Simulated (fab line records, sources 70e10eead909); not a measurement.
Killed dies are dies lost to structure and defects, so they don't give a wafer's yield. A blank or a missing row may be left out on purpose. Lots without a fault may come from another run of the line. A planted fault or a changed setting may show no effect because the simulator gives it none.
Chamber matching | flow nand_harc | NHARC_P_M0_STRIP_18 on rie_diel-03: 4 sister chambers
The step strips in N2/H2. 8 wafers are shown with their chamber, then 11 later ones without.

WAFERS WITH THEIR CHAMBER
wafer  | chamber | oes_product_au (a.u.) | rf_vpp_V (V)
L083.6 | 3       | 0.991                 | 90.8
L085.3 | 0       | 0.999                 | 88.4
L084.5 | 2       | 0.970                 | 90.5
L084.6 | 3       | 0.992                 | 91.0
L086.1 | 1       | 0.988                 | 92.2
L086.2 | 0       | 0.989                 | 88.5
L086.4 | 2       | 0.975                 | 89.7
L089.3 | 1       | 0.997                 | 89.8

WAFERS WITHOUT THEIR CHAMBER
wafer  | oes_product_au (a.u.) | rf_vpp_V (V)
L089.4 | 0.993                 | 89.1
L089.5 | 0.995                 | 91.7
L093.1 | 0.994                 | 90.2
L093.4 | 1.002                 | 89.7
L093.6 | 1.011                 | 90.2
L094.2 | 0.993                 | 91.5
L094.3 | 1.018                 | 89.1
L094.4 | 1.001                 | 90.8
L095.1 | 0.986                 | 91.5
L095.2 | 1.002                 | 90.8
L095.4 | 1.010                 | 90.0

WHICH CHAMBER EACH WENT THROUGH
wafer  | from the rows above          | in truth
L089.4 | can't be placed: 0 or 3 or 1 | 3
L089.5 | can't be placed: 1 or 3      | 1
L093.1 | can't be placed: 3 or 1 or 0 | 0
L093.4 | can't be placed: 0 or 1 or 3 | 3
L093.6 | can't be placed: 1 or 0 or 3 | 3
L094.2 | can't be placed: 1 or 3      | 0
L094.3 | can't be placed: 0 or 1 or 3 | 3
L094.4 | can't be placed: 1 or 3 or 0 | 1
L095.1 | can't be placed: 3 or 1 or 2 | 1
L095.2 | can't be placed: 1 or 3 or 0 | 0
L095.4 | can't be placed: 0 or 1 or 3 | 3
Placed correctly: 0 of 11. Can't be placed from these rows: 11 (the true chamber is among the candidates in 10). Placed wrongly: 0.
How it was worked out, from the rows above alone: a wafer's distance from a chamber is the root of the sum, over the readings, of the square of ((its reading less the chamber's mean) divided by the reading's scatter). The wafer belongs to the nearest chamber; if the next one is less than 2 further off, it can't be placed. A chamber's mean is the mean of its shown wafers. The scatter: the root of (the sum of the squares of (reading less its chamber's mean) over the shown wafers, divided by (wafers less chambers)).
